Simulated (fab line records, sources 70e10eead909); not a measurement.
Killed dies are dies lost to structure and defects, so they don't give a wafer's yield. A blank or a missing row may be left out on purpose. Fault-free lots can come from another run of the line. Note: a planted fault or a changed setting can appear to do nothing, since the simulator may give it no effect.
Matching of chambers || flow nandHarc || rieDiel-01 running NHARC_P_M2_ETCH_35: 4 sister chambers
The step etches the open film in N2/H2, target depth 40 nm, overetch 12 nm, time 43.94 s. 4 wafers are shown with their chamber, then 8 later ones without.

== WAFERS PAIRED WITH THEIR CHAMBERS ==
{"wafer": "L079.5", "chamber": 0, "rfVppV (V)": 428.2}
{"wafer": "L079.6", "chamber": 1, "rfVppV (V)": 432.1}
{"wafer": "L084.3", "chamber": 3, "rfVppV (V)": 434.0}
{"wafer": "L086.4", "chamber": 2, "rfVppV (V)": 429.4}

== WAFERS WITHOUT THEIR CHAMBER ==
{"wafer": "L086.5", "rfVppV (V)": 427.8}
{"wafer": "L086.6", "rfVppV (V)": 431.7}
{"wafer": "L093.1", "rfVppV (V)": 429.0}
{"wafer": "L093.4", "rfVppV (V)": 430.0}
{"wafer": "L093.6", "rfVppV (V)": 427.8}
{"wafer": "L096.2", "rfVppV (V)": 432.7}
{"wafer": "L096.3", "rfVppV (V)": 429.5}
{"wafer": "L096.5", "rfVppV (V)": 426.6}

== THE CHAMBER EACH PASSED THROUGH ==
{"wafer": "L086.5", "from the rows above": "can't be placed: 0 or 2", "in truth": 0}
{"wafer": "L086.6", "from the rows above": 1, "in truth": 1}
{"wafer": "L093.1", "from the rows above": "can't be placed: 2 or 0", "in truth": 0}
{"wafer": "L093.4", "from the rows above": "can't be placed: 2 or 0", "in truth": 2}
{"wafer": "L093.6", "from the rows above": "can't be placed: 0 or 2", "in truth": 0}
{"wafer": "L096.2", "from the rows above": "can't be placed: 1 or 3", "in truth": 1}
{"wafer": "L096.3", "from the rows above": "can't be placed: 2 or 0", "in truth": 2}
{"wafer": "L096.5", "from the rows above": "can't be placed: 0 or 2", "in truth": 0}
Correct placement for 1 of the 8. From these rows, 7 cannot be placed; in 7 the true chamber is one of the candidates. Number placed wrongly: 0.
How it was worked out, from the rows above alone: a wafer's distance from a chamber is the root of the sum, over the readings, of the square of ((its reading less the chamber's mean) divided by the reading's scatter). If the next closest chamber is less than 2 further off than the closest, the wafer can't be placed; otherwise it belongs to the closest. The mean given for a chamber averages the wafers shown for that chamber. The scatter: root of mean squared gap, hidden wafer to nearest shown wafer, with one shown wafer a chamber.
